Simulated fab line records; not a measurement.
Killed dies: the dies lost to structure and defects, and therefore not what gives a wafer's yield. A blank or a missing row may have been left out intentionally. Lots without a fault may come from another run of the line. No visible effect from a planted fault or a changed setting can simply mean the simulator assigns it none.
Split-lot trial ; flow n5_finfet ; 14 wafers read from 7 lots, route of 1938 steps

ON THE SPLIT
At N5_BEOL_M2_SPUTTER_92 (material Cu, target thk 4.5 nm, time 8.29 s), the setting time_s was moved away from the recipe's 8.29 s on 4 of the 14 wafers read, by +5.9% to +14.5%. The other wafers ran this setting at the recipe's value.

The reading comes from the split's own step.

THE READING
Cu_of_BEOL_M2_SPUTTER_92.thk_nm (the simulator's own value, which no gauge read), in nm, at N5_BEOL_M2_SPUTTER_92 (material Cu, target thk 4.5 nm, time 8.29 s). The file gives no usual value for it. Here, 10 wafers ran the recipe; their average is 4.5 nm with a standard deviation of 0.098 nm.

wafer;tool, chamber at the split;time_s as run, s;against the recipe;Cu_of_BEOL_M2_SPUTTER_92.thk_nm, nm;against lot-mates on the recipe
L076.2;pvd_sputter-02, -;9.229;+11.3%;5;+0.6
L076.4;pvd_sputter-02, -;8.29;recipe;4.4;-
L078.2;pvd_sputter-01, -;8.29;recipe;4.6;-
L078.3;pvd_sputter-01, -;8.29;recipe;4.6;-
L078.5;pvd_sputter-01, -;8.29;recipe;4.6;-
L080.1;pvd_sputter-02, -;8.29;recipe;4.4;-
L080.3;pvd_sputter-02, -;8.29;recipe;4.4;-
L083.1;pvd_sputter-02, -;9.215;+11.2%;4.6;no lot-mate on the recipe
L084.3;pvd_sputter-01, -;8.29;recipe;4.4;-
L084.4;pvd_sputter-01, -;8.29;recipe;4.4;-
L086.4;pvd_sputter-01, -;8.779;+5.9%;4.8;+0.2
L086.6;pvd_sputter-01, -;8.29;recipe;4.6;-
L097.5;pvd_sputter-01, -;9.496;+14.5%;5;+0.6
L097.6;pvd_sputter-01, -;8.29;recipe;4.4;-

FIT RESULTS
A straight line over all 14 wafers: Cu_of_BEOL_M2_SPUTTER_92.thk_nm changes by +0.033 nm for each +1% of time_s; r = +0.82; the points scatter about the line by 0.13 nm.
The same after taking each lot's own level away (the mean of its wafers on the recipe; 13 wafers): +0.0447 nm for each +1%; r = +0.99; scatter 0.037 nm.
The reading moves by 0.65 nm for the largest change in time_s, on that fit.
The lots' own levels span 4.40 to 4.60 nm, that is 2.0 times the standard deviation above.
Thus the slope moves with the lot-to-lot level: the two fits are different.
Check: +0.714 nm against its lot-mates is what the line predicts for one of the wafers moved furthest among these (+14.5%) when that wafer is left out of the fit. It came out at +0.6 nm against them.

ADDITIONAL SPLITS CARRIED BY THESE WAFERS
These wafers also went through other splits before the reading. Each is held against what the fit with the lots' levels taken away leaves over:
other split on the same wafers;wafers away from the commonest value;r with Cu_of_BEOL_M2_SPUTTER_92.thk_nm (lot level and that fit taken away)
N5_BEOL_M0_SAQP_PECVD_97 time_s;3;+0.32
N5_BEOL_M1_EXPOSE_08 dose_mj;3;-0.64
N5_BEOL_M1_ETCH_64 source_w;6;+0.73

FILE'S OWN FIT
Cu_of_BEOL_M2_SPUTTER_92.thk_nm changes by +0.0446 nm for each +1% of time_s, r = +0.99.
